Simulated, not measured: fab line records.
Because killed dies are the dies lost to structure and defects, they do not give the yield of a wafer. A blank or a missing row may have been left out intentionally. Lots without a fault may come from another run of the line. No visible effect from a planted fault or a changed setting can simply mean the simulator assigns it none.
Chamber matching	flow nand_harc	7 sister chambers for NHARC_P_GATE_STRIP_67 on wet_bench-06
The step strips in SPM, time 600 s. 12 wafers are shown with their chamber, then 6 later ones without.

## WAFERS WITH THEIR CHAMBER
wafer	chamber	bath_guard_temp_C (C)	temp_c (C)
L547.1	1	130.0	129.95
L563.2	4	129.7	129.97
L563.3	3	130.5	130.20
L563.5	1	129.8	129.93
L564.1	4	130.1	129.96
L565.1	0	130.0	129.79
L565.5	6	129.3	129.98
L565.6	2	130.2	129.86
L566.1	5	129.5	129.81
L566.2	0	130.3	129.85
L566.3	6	129.8	130.17
L567.2	5	129.4	129.95

## WAFERS MISSING THEIR CHAMBER
wafer	bath_guard_temp_C (C)	temp_c (C)
L567.4	129.7	130.15
L567.5	129.3	129.91
L569.1	130.5	129.98
L569.3	129.9	130.10
L570.1	129.4	129.99
L570.2	129.2	130.05

## WHICH CHAMBER EACH WENT THROUGH
wafer	from the rows above	in truth
L567.4	can't be placed: 6 or 4 or 1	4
L567.5	can't be placed: 5 or 6 or 1 or 4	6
L569.1	can't be placed: 2 or 0 or 4 or 1 or 3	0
L569.3	can't be placed: 6 or 4 or 1 or 3 or 2 or 5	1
L570.1	can't be placed: 6 or 5 or 4 or 1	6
L570.2	can't be placed: 6 or 5 or 4 or 1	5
Correct placement for 0 of the 6. These rows do not allow placing 6 (true chamber among the candidates in 6). Number placed wrongly: 0.
How it was worked out, from the rows above alone: a wafer's distance from a chamber is the root of the sum, over the readings, of the square of ((its reading less the chamber's mean) divided by the reading's scatter). The wafer belongs to the nearest chamber; if the next one is less than 2 further off, it can't be placed. A chamber's mean is the mean of its shown wafers. The scatter: take each reading less its chamber's mean, square it, sum over the shown wafers, divide by the number of wafers less the number of chambers, and take the root.
